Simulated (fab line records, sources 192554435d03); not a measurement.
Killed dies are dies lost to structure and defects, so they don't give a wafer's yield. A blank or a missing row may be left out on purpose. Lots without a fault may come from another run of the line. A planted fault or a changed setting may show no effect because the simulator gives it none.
Split-lot experiment | flow n5_finfet | 7 lots, 21 wafers read, on a route of 1938 steps

THE SPLIT
At N5_BEOL_M13_TRENCH_ETCH_34 (etches SiOC in C4F8/O2/Ar, target depth 413.47 nm, time 162.6 s), the setting time_s was moved away from the recipe's 162.6 s on 6 of the 21 wafers read, by -17.4% to +21.6%. The other wafers ran this setting at the recipe's value.

FROM THE SPLIT TO THE READING: what the file shows between them, 1 step
- N5_BEOL_M13_STRIP_70: strips in C4F8/O2/Ar

THE READING
trench_depth_nm, in nm, at N5_BEOL_M13_OCD_MEAS_35. Fault-free wafers of this fab line usually give 410 nm, standard deviation 5 nm.

wafer  | tool, chamber at the split | time_s as run, s | against the recipe | trench_depth_nm, nm | against lot-mates on the recipe
L076.1 | rie_diel-06, 3             | 135.3            | -16.8%             | 349                 | -60
L076.4 | rie_diel-06, 0             | 135.3            | -16.8%             | 342                 | -67
L076.6 | rie_diel-06, 2             | 162.6            | recipe             | 409                 | -
L079.2 | rie_diel-06, 1             | 162.6            | recipe             | 413                 | -
L079.3 | rie_diel-06, 0             | 162.6            | recipe             | 413                 | -
L079.6 | rie_diel-06, 3             | 162.6            | recipe             | 418                 | -
L081.3 | rie_diel-02, 0             | 162.6            | recipe             | 424                 | -
L081.4 | rie_diel-02, 2             | 162.6            | recipe             | 402                 | -
L081.5 | rie_diel-02, 0             | 197.8            | +21.6%             | 515                 | +102
L083.1 | rie_diel-06, 0             | 162.6            | recipe             | 411                 | -
L083.3 | rie_diel-06, 1             | 187.2            | +15.1%             | 477                 | +66
L083.6 | rie_diel-06, 2             | 187.2            | +15.1%             | 472                 | +61
L086.1 | rie_diel-01, 3             | 162.6            | recipe             | 405                 | -
L086.2 | rie_diel-01, 0             | 162.6            | recipe             | 411                 | -
L086.3 | rie_diel-01, 1             | 162.6            | recipe             | 408                 | -
L088.4 | rie_diel-02, 0             | 162.6            | recipe             | 412                 | -
L088.5 | rie_diel-02, 1             | 162.6            | recipe             | 411                 | -
L088.6 | rie_diel-02, 2             | 162.6            | recipe             | 407                 | -
L089.1 | rie_diel-06, 0             | 162.6            | recipe             | 415                 | -
L089.2 | rie_diel-06, 3             | 162.6            | recipe             | 413                 | -
L089.6 | rie_diel-06, 1             | 134.3            | -17.4%             | 340                 | -74

THE FIT
A straight line over all 21 wafers: trench_depth_nm changes by +4.24 nm for each +1% of time_s; r = +0.99; the points scatter about the line by 5.6 nm.
The same after taking each lot's own level away (the mean of its wafers on the recipe; 21 wafers): +4.21 nm for each +1%; r = +0.99; scatter 5.3 nm.
On that fit, the largest move of time_s shifts the reading by 91 nm.
The lots' own levels span 408.0 to 414.7 nm, that is 1.3 times the standard deviation above.
So the lot-to-lot level changes the slope little: the two slopes agree.
Check: with one of the wafers moved furthest among these (+21.6%) left out of the fit, the line predicts +88 nm for it against its lot-mates. It came out at +102 nm against them.

OTHER SPLITS ON THESE WAFERS
These wafers also went through other splits before the reading. Each is held against what the fit with the lots' levels taken away leaves over:
other split on the same wafers | wafers away from the commonest value | r with trench_depth_nm (lot level and that fit taken away)
N5_BEOL_M6_ALD_77 ald_cycles   | 10                                   | -0.17
N5_BEOL_M7_DEP_56 time_s       | 6                                    | -0.04
N5_BEOL_M9_ILD_DEP_00 time_s   | 5                                    | +0.14
N5_BEOL_M9_COAT_05 spin_rpm    | 9                                    | +0.04
N5_BEOL_M9_ALD_74 ald_cycles   | 7                                    | -0.02
N5_BEOL_M10_COAT_05 spin_rpm   | 6                                    | +0.38
N5_BEOL_M10_ETCH_62 time_s     | 5                                    | +0.40
N5_BEOL_M12_SPUTTER_44 power_w | 5                                    | -0.09

THE WHOLE CHAIN: every reading that the file lists as answering this split, in the file's order
step                       | what it does                                                    | reading                                                        | change (the file's fit)             | r (the file's)
N5_BEOL_M13_TRENCH_ETCH_34 | etches SiOC in C4F8/O2/Ar, target depth 413.47 nm, time 162.6 s | etch.depth_nm (the simulator's own value, which no gauge read) | +4.3 nm for each +1% of the setting | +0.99
N5_BEOL_M13_OCD_MEAS_35    |                                                                 | trench_depth_nm                                                | +4.3 nm for each +1% of the setting | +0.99

THE FILE'S OWN FIT
trench_depth_nm changes by +4.3 nm for each +1% of time_s, r = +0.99.
